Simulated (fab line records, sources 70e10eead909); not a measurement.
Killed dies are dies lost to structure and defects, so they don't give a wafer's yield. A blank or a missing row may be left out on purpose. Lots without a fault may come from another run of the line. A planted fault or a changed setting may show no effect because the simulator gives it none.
Problem report in the 8D (eight disciplines) form, filled by code | flow nand_harc | the parts of the form that need people (team, actions taken, sign-off) are left out

1. THE PROBLEM
cd_nm at NHARC_A_CHANNEL_HOLE_D2_CD_MEAS_10 reads a mean of 104.2 nm on 6 wafers of 2 lots; wafers without a fault read 100.0 nm with a standard deviation of 0.57. That is +7.5 standard deviations from the usual mean.
The step: target cd 100 nm.
First seen on wafer L744.1, day 16 20:04, on cd_sem-01. The record holds 30 wafers of 10 lots with a number at this step. Rule for "out", or "out of limits": more than 4 standard deviations from the usual mean. The other wafers with a number count as sound.

2. WHAT IT IS AND WHAT IT IS NOT
question                    | is                     | is not
which readings at this step | cd_nm                  | -
which lots                  | L744, L747             | L735, L737, L739, L751, L754, L755, L757, L758
which wafers of those lots  | all that have a number | -
read on which gauges        | cd_sem-01              | cd_sem-02, cd_sem-03
when                        | from day 16 20:04      | up to then (9 sound wafers); but 15 sound wafers of L751, L754, L755, L757, L758 came after

3. SUSPECTS, AND WHAT RULES EACH OUT
Counting: a tool at a process step up to the reading stays a suspect if it ran every lot that is out and no sound lot after the first of them.
- the gauge at NHARC_A_CHANNEL_HOLE_D2_CD_MEAS_10: ruled out. All the wafers that are out were read on cd_sem-01, but those of them that NHARC_A_CHANNEL_HOLE_D2_PEB_08 has rows for are out there too, on other tools.
- litho_track-06 at NHARC_A_CHANNEL_HOLE_D2_PEB_08 (peb time 65 s): ruled out as a lasting fault. Sound lots L755 ran on it after its first lot that is out, L744 (day 16 19:59).
Left after counting: nothing in the record.

4. THE CAUSE (what the simulator had put in)
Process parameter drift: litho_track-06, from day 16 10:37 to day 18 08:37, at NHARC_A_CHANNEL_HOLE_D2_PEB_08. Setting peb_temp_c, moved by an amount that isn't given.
Counting ruled it out, wrongly: the rule takes a fault to strike every lot that its tool runs from its start on, and this one did not.

5. THE CHAIN OF EFFECTS, in route order
Each row: a reading whose mean over the struck wafers that have a number lies more than 3 standard deviations from the usual. Only readings for which the record gives a usual standard deviation are gone through. hours: the time from each lot's start at the first step in this table that gives one to its start at this step, as a median over the lots. sigmas: the change in usual standard deviations.
hours | step                               | reading              | usual    | on struck wafers | change | sigmas
0     | NHARC_A_CHANNEL_HOLE_D2_PEB_08     | heater_power_total_W | 156.7 W  | 159.9            | +3.2   | +8.2
0     | NHARC_A_CHANNEL_HOLE_D2_PEB_08     | plate_temp_C         | 100.01 C | 101.48           | +1.47  | +12
0     | NHARC_A_CHANNEL_HOLE_D2_CD_MEAS_10 | cd_nm                | 100.0 nm | 104.2            | +4.2   | +7.5
The process steps in it:
- NHARC_A_CHANNEL_HOLE_D2_PEB_08: peb time 65 s.
Later measuring or inspecting steps at which every struck wafer that the step has a row for has a number for every such reading, and none has moved that far: NHARC_A_CHANNEL_HOLE_D2_CD_MEAS_31.

6. WHAT WOULD HAVE CAUGHT IT SOONER
In this record the first reading out of limits at a measuring or inspecting step was taken at day 16 20:04, 9 hours after the fault began at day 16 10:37.
The tool's own readings at NHARC_A_CHANNEL_HOLE_D2_PEB_08 were out on every struck wafer that the step has a row for (heater_power_total_W, plate_temp_C): an alarm limit on them would have fired on the first of those.
